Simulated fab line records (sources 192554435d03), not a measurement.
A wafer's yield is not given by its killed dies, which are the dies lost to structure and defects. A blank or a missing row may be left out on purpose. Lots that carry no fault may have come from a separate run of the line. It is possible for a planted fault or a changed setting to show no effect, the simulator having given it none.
Lot-split experiment -- flow n5 finfet -- on a route of 1938 steps: 7 lots, 21 wafers read

## ABOUT THE SPLIT
At N5_BEOL_M15_SPUTTER_44 (material Ta, target thk 15 nm, time 24.19 s), the setting power w was moved away from the recipe's 15000 W on 5 of the 21 wafers read, by +11.7% to +14.9%. This setting was run at the recipe's value on the other wafers.

The reading comes from the split's own step.

## THE READING
Ta_of_BEOL_M15_SPUTTER_44.thk nm (the simulator's own value, which no gauge read), in nm, at N5_BEOL_M15_SPUTTER_44 (material Ta, target thk 15 nm, time 24.19 s). The file does not state a usual value for it. The 16 wafers here that ran the recipe average 14.9 nm, standard deviation 0.2 nm.

wafer,"tool, chamber at the split","power w as run, W",against the recipe,"Ta_of_BEOL_M15_SPUTTER_44.thk nm, nm",against lot-mates on the recipe
L086.1,"pvd sputter-01, -",15000,recipe,14.6,-
L086.2,"pvd sputter-01, -",15000,recipe,14.6,-
L086.4,"pvd sputter-01, -",15000,recipe,14.6,-
L085.1,"pvd sputter-01, -",17230,+14.9%,17,+2.2
L085.2,"pvd sputter-01, -",17230,+14.9%,17.2,+2.4
L085.3,"pvd sputter-01, -",15000,recipe,14.8,-
L088.3,"pvd sputter-02, -",15000,recipe,15,-
L088.4,"pvd sputter-02, -",15000,recipe,14.8,-
L088.6,"pvd sputter-02, -",15000,recipe,15.2,-
L089.1,"pvd sputter-01, -",17010,+13.4%,16.8,+2.0
L089.4,"pvd sputter-01, -",17010,+13.4%,16.6,+1.8
L089.6,"pvd sputter-01, -",15000,recipe,14.8,-
L090.1,"pvd sputter-01, -",15000,recipe,14.8,-
L090.4,"pvd sputter-01, -",15000,recipe,15,-
L090.6,"pvd sputter-01, -",16760,+11.7%,16.6,+1.7
L091.2,"pvd sputter-01, -",15000,recipe,15,-
L091.5,"pvd sputter-01, -",15000,recipe,15,-
L091.3,"pvd sputter-01, -",15000,recipe,15.2,-
L096.4,"pvd sputter-03, -",15000,recipe,15,-
L096.6,"pvd sputter-03, -",15000,recipe,15,-
L096.5,"pvd sputter-03, -",15000,recipe,15.2,-

THE FIT
A straight line over all 21 wafers: Ta_of_BEOL_M15_SPUTTER_44.thk nm changes by +0.141 nm for each +1% of power w; r = +0.98; the points scatter about the line by 0.19 nm.
The same after taking each lot's own level away (the mean of its wafers on the recipe; 21 wafers): +0.148 nm for each +1%; r = +0.99; scatter 0.11 nm.
That fit puts the effect of the largest move of power w on the reading at 2.2 nm.
Across the lots, their own levels run from 14.60 to 15.07 nm, a range of 2.3 times the standard deviation given above.
So the lot-to-lot level changes the slope little: the two slopes agree.
Check: +2.21 nm against its lot-mates is what the line predicts for one of the wafers moved furthest among these (+14.9%) when that wafer is left out of the fit. It came out at +2.2 nm against them.

## ADDITIONAL SPLITS CARRIED BY THESE WAFERS
Note: prior to the reading, these wafers also went through further splits. Each is held against what the fit with the lots' levels taken away leaves over:
other split on the same wafers,wafers away from the commonest value,r with Ta_of_BEOL_M15_SPUTTER_44.thk nm (lot level and that fit taken away)
N5_BEOL_M11_VIA_ETCH_34 time s,5,-0.12
N5_BEOL_M11_CURE_72 time s,8,+0.20
N5_BEOL_M13_COAT_65 spin rpm,5,-0.31
N5_BEOL_M14_TRENCH_ETCH_34 time s,8,-0.10

## THE FILE'S OWN FIT
Ta_of_BEOL_M15_SPUTTER_44.thk nm changes by +0.148 nm for each +1% of power w, r = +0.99.
